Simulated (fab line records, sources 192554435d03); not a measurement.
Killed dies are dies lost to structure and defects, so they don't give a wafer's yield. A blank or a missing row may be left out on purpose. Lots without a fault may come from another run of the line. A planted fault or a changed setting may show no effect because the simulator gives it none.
One fault seen from 3 desks | flow n5_finfet | each desk has only its own numbers; what lay behind them comes last

THE TOOL OWNER'S DESK: rie_diel-01
The tool's own readings at N5_MOL_CONTACT_COAG_ETCH_15 (etches SiNx in CH3F/O2, stops on Si:P, target depth 7 nm): means of the sampled wafers that have a number, for each lot that ran on this tool. A lot is out of limits, marked OUT, if its mean lies more than 4 standard deviations from the usual mean; the brackets give that distance.
Columns: A = drypump_motor_current_A at N5_MOL_CONTACT_COAG_ETCH_15, usual 5.7 A; B = oes_ar_750_au at N5_MOL_CONTACT_COAG_ETCH_15, usual 0.81 a.u.; C = oes_product_au at N5_MOL_CONTACT_COAG_ETCH_15, usual 0.59 a.u.; D = rf_vpp_V at N5_MOL_CONTACT_COAG_ETCH_15, usual 298.1 V; E = showerhead_plenum_p_Torr at N5_MOL_CONTACT_COAG_ETCH_15, usual 2.02 Torr; F = throttle_valve_pct at N5_MOL_CONTACT_COAG_ETCH_15, usual 16.35 %
lot  | first seen here | A   | B    | C    | D     | E    | F
L433 | day 4 22:57     | 5.7 | 0.83 | 0.61 | 297.9 | 1.99 | 16.23
L436 | day 5 20:23     | 5.7 | 0.82 | 0.60 | 297.0 | 1.98 | 16.24
L439 | day 6 07:00     | 5.7 | 0.81 | 0.60 | 297.6 | 1.98 | 16.25
L440 | day 6 12:44     | 5.9 | 0.72 | 0.54 | 296.7 | 1.98 | 16.17
This desk's finding: nothing out of limits on any of the 4 lots.

THE METROLOGY DESK
What the gauges read, lot by lot, whatever tool the lot ran on: means of the sampled wafers that have a number. A lot is out of limits, marked OUT, if its mean lies more than 4 standard deviations from the usual mean; the brackets give that distance. Of its 12 readings 7 are shown: those that lie furthest out on some lot.
Columns: A = CA_OVL at N5_MOL_CONTACT_COAG_OVL_MEAS_09, usual -0.2 nm; B = IOFF_N at N5_BEOL_M4_RC_MEAS_101, usual 0.157 nA/um; C = IOFF_P at N5_BEOL_M4_RC_MEAS_101, usual 0.22 nA/um; D = ION_P at N5_BEOL_M4_RC_MEAS_101, usual 465 uA/um; E = SS_N at N5_BEOL_M4_RC_MEAS_101, usual 71.4 mV/dec; F = VT_N at N5_BEOL_M4_RC_MEAS_101, usual 249.8 mV; G = VT_P at N5_BEOL_M4_RC_MEAS_101, usual -249 mV
lot  | first seen here | A    | B     | C    | D   | E    | F     | G
L433 | day 4 22:22     | 0.3  | 0.156 | 0.21 | 466 | 71.4 | 248.2 | -251
L436 | day 5 19:54     | -0.5 | 0.156 | 0.21 | 460 | 71.6 | 250.2 | -249
L438 | day 6 05:01     | -1.1 | 0.142 | 0.20 | 463 | 71.6 | 251.4 | -252
L439 | day 6 06:40     | 0.4  | 0.139 | 0.19 | 456 | 70.9 | 252.3 | -253
L440 | day 6 12:24     | -0.1 | 0.169 | 0.20 | 458 | 71.5 | 247.1 | -249
L450 | day 9 01:53     | -0.3 | 0.155 | 0.24 | 471 | 71.8 | 249.9 | -247
This desk's finding: nothing out of limits on any of the 6 lots.

THE DEFECT DESK
What the inspections along the route counted, lot by lot: means of the sampled wafers that have a number. A lot is out of limits, marked OUT, if its mean lies more than 4 standard deviations from the usual mean; the brackets give that distance.
Columns: A = raw_defect_count at N5_MOL_CONTACT_COAG_INSPECT_10, usual 83
lot  | first seen here | A
L433 | day 4 22:28     | 109
L436 | day 5 19:59     | 86
L438 | day 6 05:07     | 42
L439 | day 6 06:44     | 81
L440 | day 6 12:29     | 53
L450 | day 9 01:58     | 95
This desk's finding: nothing out of limits on any of the 6 lots.

PUT TOGETHER
The tool owner's desk saw nothing out of limits.
The metrology desk saw nothing out of limits.
The defect desk saw nothing out of limits.

WHAT THE SIMULATOR HAD PUT IN
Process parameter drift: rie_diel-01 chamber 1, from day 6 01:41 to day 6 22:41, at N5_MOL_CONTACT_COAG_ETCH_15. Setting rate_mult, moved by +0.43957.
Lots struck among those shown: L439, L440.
